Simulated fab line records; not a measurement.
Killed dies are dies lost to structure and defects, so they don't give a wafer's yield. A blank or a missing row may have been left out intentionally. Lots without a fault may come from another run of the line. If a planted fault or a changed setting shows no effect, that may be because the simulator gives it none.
Which tool did it? -- flow n5-finfet -- 24 lots, 72 wafers sampled, at 3 steps of a route of 1938

WHAT THE GAUGES SHOWED, per wafer
N5_BEOL_M15_INSPECT_55: inspects for defects (darkfield).
lot,measured,on,raw-defect-count
L074,day 12 06:18,defect-inspect-02,59 37 55
L075,day 12 11:31,defect-inspect-02,70 67 95
L077,day 12 20:09,defect-inspect-02,31 33 63
L076,day 13 04:23,defect-inspect-02,56 28 68
L079,day 13 12:20,defect-inspect-02,56 52 35
L080,day 13 15:33,defect-inspect-01,80 59 46
L081,day 13 18:09,defect-inspect-01,48 67 59
L082,day 14 07:47,defect-inspect-01,62 46 82
L078,day 14 12:05,defect-inspect-02,100 83 80
L083,day 14 16:31,defect-inspect-01,55 113 48
L084,day 14 21:47,defect-inspect-01,89 85 66
L085,day 15 12:37,defect-inspect-02,112 117 94
L086,day 15 12:53,defect-inspect-02,84 39 50
L088,day 15 19:48,defect-inspect-01,60 87 66
L087,day 16 03:55,defect-inspect-01,37 51 67
L090,day 16 17:58,defect-inspect-02,70 44 53
L089,day 17 01:58,defect-inspect-02,60 24 49
L091,day 17 02:16,defect-inspect-02,53 37 40
L092,day 17 14:13,defect-inspect-01,47 99 53
L095,day 17 20:41,defect-inspect-01,90 95 83
L094,day 18 01:42,defect-inspect-01,47 65 85
L093,day 18 01:56,defect-inspect-01,59 55 44
L096,day 18 06:37,defect-inspect-02,115 60 89
L097,day 18 14:19,defect-inspect-01,76 80 95

N5_MIM_TOP_LITHO_OVL_MEAS_11.
lot,measured,on,MIM_TOP_OVL (nm)
L074,day 12 09:15,overlay-01,9 -4 -1
L075,day 12 16:11,overlay-01,10 8 12
L077,day 13 01:56,overlay-02,-6 -5 -5
L076,day 13 08:49,overlay-02,6 -5 0
L079,day 13 16:01,overlay-02,6 9 2
L080,day 13 19:43,overlay-01,7 4 11
L081,day 13 21:43,overlay-02,-1 2 -5
L082,day 14 10:14,overlay-02,-11 -11 -4
L078,day 14 19:13,overlay-01,1 6 -1
L083,day 14 20:37,overlay-01,15 8 12
L084,day 15 01:16,overlay-02,-5 -9 -4
L085,day 15 17:44,overlay-02,5 9 5
L086,day 15 17:58,overlay-01,10 6 1
L088,day 16 00:30,overlay-02,-1 -1 7
L087,day 16 06:22,overlay-02,13 -2 8
L090,day 17 00:32,overlay-01,5 1 -2
L089,day 17 05:08,overlay-02,15 1 7
L091,day 17 06:08,overlay-01,-1 17 8
L092,day 17 18:27,overlay-02,6 5 -1
L095,day 18 00:33,overlay-02,1 7 2
L094,day 18 05:27,overlay-01,3 -7 -5
L093,day 18 05:34,overlay-01,4 1 7
L096,day 18 11:17,overlay-02,5 -4 5
L097,day 18 17:48,overlay-01,-5 -3 -5

WHICH TOOL RAN EACH LOT (tool, then ch and the chambers of the sampled wafers, then the start)
lot,N5_BEOL_M15_SPUTTER_43
L074,"pvd-sputter-02, day 12 04:38"
L075,"pvd-sputter-03, day 12 10:14"
L077,"pvd-sputter-02, day 12 18:53"
L076,"pvd-sputter-03, day 13 03:06"
L079,"pvd-sputter-01, day 13 11:04"
L080,"pvd-sputter-01, day 13 14:00"
L081,"pvd-sputter-01, day 13 16:12"
L082,"pvd-sputter-03, day 14 05:42"
L078,"pvd-sputter-02, day 14 09:23"
L083,"pvd-sputter-02, day 14 15:17"
L084,"pvd-sputter-03, day 14 20:05"
L085,"pvd-sputter-02, day 15 11:12"
L086,"pvd-sputter-01, day 15 11:14"
L088,"pvd-sputter-02, day 15 18:32"
L087,"pvd-sputter-02, day 16 01:37"
L090,"pvd-sputter-02, day 16 16:40"
L089,"pvd-sputter-01, day 17 00:17"
L091,"pvd-sputter-03, day 17 00:47"
L092,"pvd-sputter-01, day 17 12:47"
L095,"pvd-sputter-01, day 17 19:24"
L094,"pvd-sputter-02, day 18 00:17"
L093,"pvd-sputter-03, day 18 00:20"
L096,"pvd-sputter-01, day 18 05:20"
L097,"pvd-sputter-01, day 18 12:28"
- N5_BEOL_M15_SPUTTER_43: material TaN, target thk 15 nm, time 24.19 s.

WHAT THE TOOLS THEMSELVES READ (means of the sampled wafers that have a number; where no wafer has one, the mark that the record gives instead)
N5_BEOL_M15_SPUTTER_43.
lot,tool,bias-v (V),throttle-valve-pct (%)
L074,pvd-sputter-02,168.0,30.3
L075,pvd-sputter-03,169.0,30.5
L077,pvd-sputter-02,170.3,30.3
L076,pvd-sputter-03,169.5,29.9
L079,pvd-sputter-01,166.8,30.0
L080,pvd-sputter-01,168.7,29.8
L081,pvd-sputter-01,169.2,30.7
L082,pvd-sputter-03,167.2,30.0
L078,pvd-sputter-02,166.9,30.2
L083,pvd-sputter-02,167.2,30.5
L084,pvd-sputter-03,168.4,30.6
L085,pvd-sputter-02,168.3,30.5
L086,pvd-sputter-01,169.9,30.1
L088,pvd-sputter-02,168.0,30.5
L087,pvd-sputter-02,167.1,30.3
L090,pvd-sputter-02,169.2,30.4
L089,pvd-sputter-01,166.8,29.9
L091,pvd-sputter-03,167.4,29.9
L092,pvd-sputter-01,168.1,30.2
L095,pvd-sputter-01,167.5,30.7
L094,pvd-sputter-02,167.8,29.8
L093,pvd-sputter-03,169.1,30.2
L096,pvd-sputter-01,167.7,30.3
L097,pvd-sputter-01,169.5,31.2

THE ANSWER, worked out from the rows above alone
Rule: usual is defined by the lots themselves. The widest of any qualifying gaps counts: lots, ordered by their means at a reading, are off when they make up no more than a third of the lots, leave a main group of 4 or more, and stand apart from it by 3 or more times the standard deviation of that group's means. A main group is skipped when, at the precision printed for the reading in the tables above, its means are all equal. Also off: a lot with no number at a reading for which 4 or more lots have one. The other lots that the step has rows for count as sound. First the gauges in route order, then the tools' own readings, where a lot's mean is used as printed above. At the first step where some lot is off, the reading lying furthest off is the one used; lots without a number count as furthest.
None of the lots is off at any reading shown; this tells nothing.

WHAT THE SIMULATOR PUT IN
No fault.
